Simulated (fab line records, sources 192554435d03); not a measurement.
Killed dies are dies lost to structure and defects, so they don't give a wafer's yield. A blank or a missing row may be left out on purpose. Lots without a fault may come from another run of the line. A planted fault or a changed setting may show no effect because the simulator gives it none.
A struck lot beside a sound one | flow n5_finfet | 15 steps out of a route of 1938
Sound: wafers L239.1, L239.3, L239.6. Struck: wafer L232.3. (L232.4 of the same lot was not struck and is left out.) The cause comes at the end.
At each step with rows: each side's tool, then ch and its chambers, then its first start. Under that, the readings that differ: sound wafers | struck wafers | difference of the means | sigmas: that difference in standard deviations of wafers without a fault.
alike: readings whose means differ by less than 2 such deviations, and words and numbers that are the same on both sides. not compared: withheld readings, readings that some wafer has no value for, bounds like >300 that may hide the same value, and numbers for which the record gives no deviation and whose values overlap.
The two part at a step that has a row with sigmas, a row that says differs or no value, or rows on one side only. Numbers that don't overlap but have no deviation are shown without sigmas and don't part them. A reading that every wafer of one side lacks parts them only if that side has two wafers or more.

first, 7 steps without rows for these wafers: N5_PASSIVATION_COAT_24; N5_PASSIVATION_EBR_26; N5_PASSIVATION_SOFTBAKE_25 (time 90 s); N5_PASSIVATION_EXPOSE_27 (exposes mask PAD, defocus 0 nm); N5_PASSIVATION_PEB_28; N5_PASSIVATION_DEVELOP_29 (develop time 60 s); N5_PASSIVATION_HARDBAKE_31 (time 120 s).
N5_PASSIVATION_CD_MEAS_30: target cd 4000 nm.
  sound on cd_sem-02 ch 0, day 17 05:52; struck on cd_sem-01 ch 0, day 15 13:58
  alike: cd_nm
N5_PASSIVATION_OVL_MEAS_63:
  sound on overlay-02 ch 0, day 17 05:53; struck on overlay-02 ch 0, day 15 13:59
  alike: PAD_OVL
N5_PASSIVATION_INSPECT_64: inspects for defects (macro).
  sound on defect_inspect-02, day 17 05:55; struck on defect_inspect-01, day 15 14:01
  alike: raw_defect_count
N5_PASSIVATION_DESCUM_32: chemistry O2, time 7.9 s.
  sound on rie_diel-02 ch 1,2,3, day 17 05:57; struck on rie_diel-06 ch 1, day 15 14:46
  reading                         | sound          | struck | difference | sigmas
  showerhead_plenum_p_Torr (Torr) | 2.08 2.07 2.03 | 2.15   | +0.09      | +2
  alike: drypump_motor_current_A, oes_product_au, rf_vpp_V, throttle_valve_pct
  not compared: rf_hours_counter_h
N5_PASSIVATION_AL_ETCH_33: etches Al in Cl2/BCl3, stops on TaN, target depth 2800 nm, time 466.7 s.
  sound on rie_metal-03 ch 1, day 17 06:02; struck on rie_metal-01 ch 0, day 15 14:59
  reading                | sound             | struck | difference | sigmas
  throttle_valve_pct (%) | 34.83 34.80 34.82 | 34.29  | -0.53      | -3
  alike: drypump_motor_current_A, oes_product_au
  not compared: rf_hours_counter_h
N5_PASSIVATION_ETCH_59: etches TaN in Cl2/BCl3, target depth 65 nm, time 34.9 s.
  sound on rie_metal-03 ch 1, day 17 06:26; struck on rie_metal-01 ch 0, day 15 15:17
  reading                  | sound             | struck | difference | sigmas
  oes_product_au (a.u.)    | 0.81 0.82 0.81    | 1.01   | +0.20      | +5
  throttle_valve_pct (%)   | 21.51 21.51 21.53 | 20.45  | -1.07      | -7
  model.etch.depth_nm (nm) | 65.18 65.07 64.67 | 95.09  | +30.12     |
  alike: drypump_motor_current_A
  not compared: rf_hours_counter_h
N5_PASSIVATION_STRIP_34: strips in O2.
  sound on rie_diel-06 ch 1,2, day 17 06:34; struck on rie_diel-06 ch 1, day 15 15:22
  alike: drypump_motor_current_A, oes_product_au, rf_vpp_V, showerhead_plenum_p_Torr, throttle_valve_pct
  not compared: rf_hours_counter_h
then, 1 step without rows for these wafers: N5_PASSIVATION_PROBE_49.

WHERE THEY PART
First at N5_PASSIVATION_DESCUM_32; last, within this record, at N5_PASSIVATION_ETCH_59. Later steps at which nothing parts them and some readings are alike: N5_PASSIVATION_STRIP_34.

WHY: what the simulator had put in
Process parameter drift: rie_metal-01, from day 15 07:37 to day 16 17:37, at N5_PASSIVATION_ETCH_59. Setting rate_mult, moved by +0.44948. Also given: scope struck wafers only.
